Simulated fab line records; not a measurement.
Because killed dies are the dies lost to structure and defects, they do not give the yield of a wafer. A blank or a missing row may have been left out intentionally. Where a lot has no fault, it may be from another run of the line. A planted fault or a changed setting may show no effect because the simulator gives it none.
Chamber matching + flow nand_harc + NHARC_THIN_TSV_CMP_21 on cmp-03: 4 sister chambers
The step polishes, t overpolish 30 s, target thk 2000 nm. 7 wafers are shown with their chamber, then 7 later ones without.

EACH WAFER AND ITS CHAMBER
| wafer  | chamber | slurry_flow_ml_min | overpolish_run_s (s) |
|--------|---------|--------------------|----------------------|
| L395.2 | 3       | 149.2              | 29.996               |
| L395.5 | 1       | 150.7              | 29.987               |
| L411.1 | 0       | 149.5              | 29.990               |
| L411.4 | 2       | 149.6              | 30.007               |
| L411.5 | 2       | 149.6              | 30.007               |
| L410.1 | 0       | 150.9              | 29.993               |
| L410.3 | 1       | 150.2              | 29.995               |

WAFERS WITHOUT THEIR CHAMBER
| wafer  | slurry_flow_ml_min | overpolish_run_s (s) |
|--------|--------------------|----------------------|
| L410.4 | 149.5              | 29.987               |
| L412.1 | 149.4              | 29.988               |
| L412.4 | 149.7              | 29.989               |
| L412.5 | 150.0              | 29.995               |
| L413.2 | 149.7              | 29.989               |
| L413.3 | 150.0              | 30.006               |
| L413.6 | 149.9              | 29.998               |

WHICH CHAMBER EACH WENT THROUGH
| wafer  | from the rows above               | in truth                   |
|--------|-----------------------------------|----------------------------|
| L410.4 | can't be placed: 0 or 1 or 3      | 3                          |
| L412.1 | can't be placed: 0 or 1 or 3      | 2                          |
| L412.4 | can't be placed: 0 or 1 or 3      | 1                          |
| L412.5 | can't be placed: 0 or 3 or 1      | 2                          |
| L413.2 | can't be placed: 0 or 1 or 3      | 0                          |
| L413.3 | 2                                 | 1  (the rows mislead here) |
| L413.6 | can't be placed: 3 or 0 or 1 or 2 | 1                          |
Correctly placed: 0 of 7. These rows do not allow placing 6 (true chamber among the candidates in 4). Number placed wrongly: 1.
How it was worked out, from the rows above alone: a wafer's distance from a chamber is the root of the sum, over the readings, of the square of ((its reading less the chamber's mean) divided by the reading's scatter). If the next closest chamber is less than 2 further off than the closest, the wafer can't be placed; otherwise it belongs to the closest. For every chamber, the mean is computed from those of its wafers that are shown. The scatter is the square root of a quotient: the sum, over the shown wafers, of each reading's squared deviation from its chamber's mean, divided by wafers minus chambers.
